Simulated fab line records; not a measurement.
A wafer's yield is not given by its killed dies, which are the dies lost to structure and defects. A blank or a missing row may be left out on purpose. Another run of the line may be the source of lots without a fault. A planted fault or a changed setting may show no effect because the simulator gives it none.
The same fault as seen by 2 desks :: flow n5-finfet :: each desk holds nothing but its own numbers, with what lay behind them at the end

## THE DEFECT DESK
Per lot, the means of the sampled wafers with a number show what the inspections along the route counted. A lot is out of limits, marked OUT, if its mean lies more than 4 standard deviations from the usual mean; the brackets give that distance.
Columns: A = raw-defect-count at N5_BEOL_M5_INSPECT_30, usual 396
lot: L104
first seen here: day 12 13:21
A: 373

lot: L118
first seen here: day 15 21:24
A: 557

lot: L117
first seen here: day 16 00:19
A: 520

lot: L123
first seen here: day 16 12:48
A: 401
Result from this desk: across the 4 lots, nothing is out of limits.

## TOOL OWNER'S DESK, rie-diel-02
The tool's own readings at N5_BEOL_M5_STRIP_19 (strips in O2): means of the sampled wafers that have a number, for each lot that ran on this tool. A lot is out of limits, marked OUT, if its mean lies more than 4 standard deviations from the usual mean; the brackets give that distance.
Columns: A = drypump-motor-current-A at N5_BEOL_M5_STRIP_19, usual 5.6 A; B = o2-flow-sccm at N5_BEOL_M5_STRIP_19, usual 224.9 sccm; C = oes-product-au at N5_BEOL_M5_STRIP_19, usual 0.80 a.u.; D = rf-vpp-V at N5_BEOL_M5_STRIP_19, usual 3.7 V; E = showerhead-plenum-p-Torr at N5_BEOL_M5_STRIP_19, usual 2.12 Torr; F = throttle-valve-pct at N5_BEOL_M5_STRIP_19, usual 16.68 %
lot: L104
first seen here: day 12 12:37
A: 5.6
B: 225.3
C: 0.87
D: 3.7
E: 2.16
F: 16.81

lot: L118
first seen here: day 15 20:01
A: 5.7
B: 224.6
C: 0.83
D: 3.6
E: 2.12
F: 16.70

lot: L117
first seen here: day 15 23:02
A: 5.4
B: 224.8
C: 0.86
D: 3.8
E: 2.20
F: 16.69
Result from this desk: across the 3 lots, nothing is out of limits.

## ALL TOGETHER
The defect desk saw nothing out of limits.
The tool owner's desk saw nothing out of limits.

## WHAT WAS PUT IN BY THE SIMULATOR
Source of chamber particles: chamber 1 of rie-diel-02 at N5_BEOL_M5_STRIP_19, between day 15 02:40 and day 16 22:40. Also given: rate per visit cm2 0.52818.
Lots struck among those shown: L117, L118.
